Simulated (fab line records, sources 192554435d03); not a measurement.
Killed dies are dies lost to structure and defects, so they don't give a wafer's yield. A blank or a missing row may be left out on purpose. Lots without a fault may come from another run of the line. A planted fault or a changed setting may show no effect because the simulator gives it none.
Chamber matching | flow n5_finfet | N5_BEOL_M11_ETCH_62 on rie_diel-05: 4 sister chambers
The step etches SOC in N2/H2, target depth 110 nm, overetch 22 nm, time 165 s. 14 wafers are shown with their chamber, then 7 later ones without.

WAFERS WITH THEIR CHAMBER
wafer  | chamber | showerhead_plenum_p_Torr (Torr) | throttle_valve_pct (%) | drypump_motor_current_A (A)
L082.1 | 2       | 2.51                            | 17.44                  | 6.7
L082.2 | 3       | 2.50                            | 17.93                  | 5.2
L082.4 | 0       | 2.59                            | 17.41                  | 6.0
L081.4 | 1       | 2.41                            | 18.25                  | 5.7
L081.5 | 2       | 2.51                            | 17.45                  | 6.7
L081.6 | 1       | 2.41                            | 18.26                  | 5.8
L084.4 | 3       | 2.50                            | 17.92                  | 5.2
L084.5 | 1       | 2.41                            | 18.26                  | 5.7
L084.6 | 0       | 2.59                            | 17.42                  | 5.9
L086.2 | 1       | 2.41                            | 18.27                  | 5.7
L086.3 | 3       | 2.50                            | 17.94                  | 5.2
L086.4 | 2       | 2.51                            | 17.47                  | 6.7
L090.1 | 0       | 2.58                            | 17.44                  | 5.9
L090.2 | 3       | 2.50                            | 17.94                  | 5.2

SIGNATURES (means of the wafers above)
reading                  | chamber 0 | chamber 1 | chamber 2 | chamber 3 | scatter within a chamber
showerhead_plenum_p_Torr | 2.5867    | 2.4100    | 2.5100    | 2.5000    | 0.00258
throttle_valve_pct       | 17.4233   | 18.2600   | 17.4533   | 17.9325   | 0.0119
drypump_motor_current_A  | 5.933     | 5.725     | 6.700     | 5.200     | 0.0376
Rule: a wafer's distance from a chamber is the root of the sum, over the readings, of the square of ((its reading less the chamber's mean) divided by the reading's scatter). The wafer belongs to the nearest chamber; if the next one is less than 2 further off, it can't be placed. The scatter: the root of (the sum of the squares of (reading less its chamber's mean) over the shown wafers, divided by (wafers less chambers)).

WAFERS WITHOUT THEIR CHAMBER
wafer  | showerhead_plenum_p_Torr (Torr) | throttle_valve_pct (%) | drypump_motor_current_A (A)
L090.4 | 2.41                            | 18.28                  | 5.7
L087.2 | 2.58                            | 17.45                  | 6.0
L087.3 | 2.50                            | 17.95                  | 5.2
L087.4 | 2.41                            | 18.30                  | 5.7
L089.2 | 2.58                            | 17.46                  | 6.0
L089.4 | 2.41                            | 18.28                  | 5.7
L089.5 | 2.51                            | 17.47                  | 6.8

WHICH CHAMBER EACH WENT THROUGH
wafer  | from the rows above | in truth
L090.4 | 1                   | 1
L087.2 | 0                   | 0
L087.3 | 3                   | 3
L087.4 | 1                   | 1
L089.2 | 0                   | 0
L089.4 | 1                   | 1
L089.5 | 2                   | 2
Placed correctly: 7 of 7. Can't be placed from these rows: 0. Placed wrongly: 0.
